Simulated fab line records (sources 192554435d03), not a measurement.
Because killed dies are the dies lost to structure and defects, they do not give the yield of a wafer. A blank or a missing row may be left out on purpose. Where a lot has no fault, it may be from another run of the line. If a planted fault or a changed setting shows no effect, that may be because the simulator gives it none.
Matching of chambers || flow n5_finfet || ald_sin-03 running N5_FIN_SAQP_SPACER2_ALD_28: 4 sister chambers
The step deposits SiO2, target thk 8.1 nm, pulse time 1 s, purge time 2 s. 8 wafers are shown with their chamber, then 8 later ones without.

WAFERS, EACH WITH ITS CHAMBER
{"wafer": "L076.2", "chamber": 3, "heater_power_w (W)": 487, "precursor_pulse_height_rel": 1.039}
{"wafer": "L077.4", "chamber": 0, "heater_power_w (W)": 520, "precursor_pulse_height_rel": 1.047}
{"wafer": "L086.1", "chamber": 2, "heater_power_w (W)": 500, "precursor_pulse_height_rel": 1.000}
{"wafer": "L086.5", "chamber": 2, "heater_power_w (W)": 499, "precursor_pulse_height_rel": 0.998}
{"wafer": "L088.1", "chamber": 0, "heater_power_w (W)": 513, "precursor_pulse_height_rel": 1.021}
{"wafer": "L088.3", "chamber": 3, "heater_power_w (W)": 496, "precursor_pulse_height_rel": 1.007}
{"wafer": "L088.4", "chamber": 1, "heater_power_w (W)": 560, "precursor_pulse_height_rel": 0.994}
{"wafer": "L094.1", "chamber": 1, "heater_power_w (W)": 533, "precursor_pulse_height_rel": 1.015}

WAFERS WITHOUT THEIR CHAMBER
{"wafer": "L094.3", "heater_power_w (W)": 512, "precursor_pulse_height_rel": 1.001}
{"wafer": "L094.5", "heater_power_w (W)": 507, "precursor_pulse_height_rel": 1.000}
{"wafer": "L095.4", "heater_power_w (W)": 523, "precursor_pulse_height_rel": 1.007}
{"wafer": "L095.5", "heater_power_w (W)": 510, "precursor_pulse_height_rel": 0.977}
{"wafer": "L095.6", "heater_power_w (W)": 512, "precursor_pulse_height_rel": 0.984}
{"wafer": "L097.2", "heater_power_w (W)": 506, "precursor_pulse_height_rel": 0.992}
{"wafer": "L097.3", "heater_power_w (W)": 547, "precursor_pulse_height_rel": 0.996}
{"wafer": "L097.5", "heater_power_w (W)": 509, "precursor_pulse_height_rel": 1.030}

THE CHAMBER EACH PASSED THROUGH
{"wafer": "L094.3", "from the rows above": "can't be placed: 2 or 0 or 3", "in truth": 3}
{"wafer": "L094.5", "from the rows above": "can't be placed: 2 or 3 or 0", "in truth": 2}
{"wafer": "L095.4", "from the rows above": "can't be placed: 0 or 1 or 2 or 3", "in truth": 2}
{"wafer": "L095.5", "from the rows above": "can't be placed: 2 or 3 or 0", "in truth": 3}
{"wafer": "L095.6", "from the rows above": "can't be placed: 2 or 0 or 3", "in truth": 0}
{"wafer": "L097.2", "from the rows above": "can't be placed: 2 or 3 or 0", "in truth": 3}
{"wafer": "L097.3", "from the rows above": 1, "in truth": 1}
{"wafer": "L097.5", "from the rows above": "can't be placed: 0 or 3 or 2", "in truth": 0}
Placed correctly: 1 of 8. These rows do not allow placing 7 (true chamber among the candidates in 7). Number placed wrongly: 0.
How it was worked out, from the rows above alone: a wafer's distance from a chamber is the root of the sum, over the readings, of the square of ((its reading less the chamber's mean) divided by the reading's scatter). The wafer belongs to the nearest chamber; if the next one is less than 2 further off, it can't be placed. Each chamber's mean is taken over the wafers shown for it. How the scatter is found: for the shown wafers, subtract from each reading the mean of its chamber, square and add these, divide the total by (wafers less chambers), then take the root.
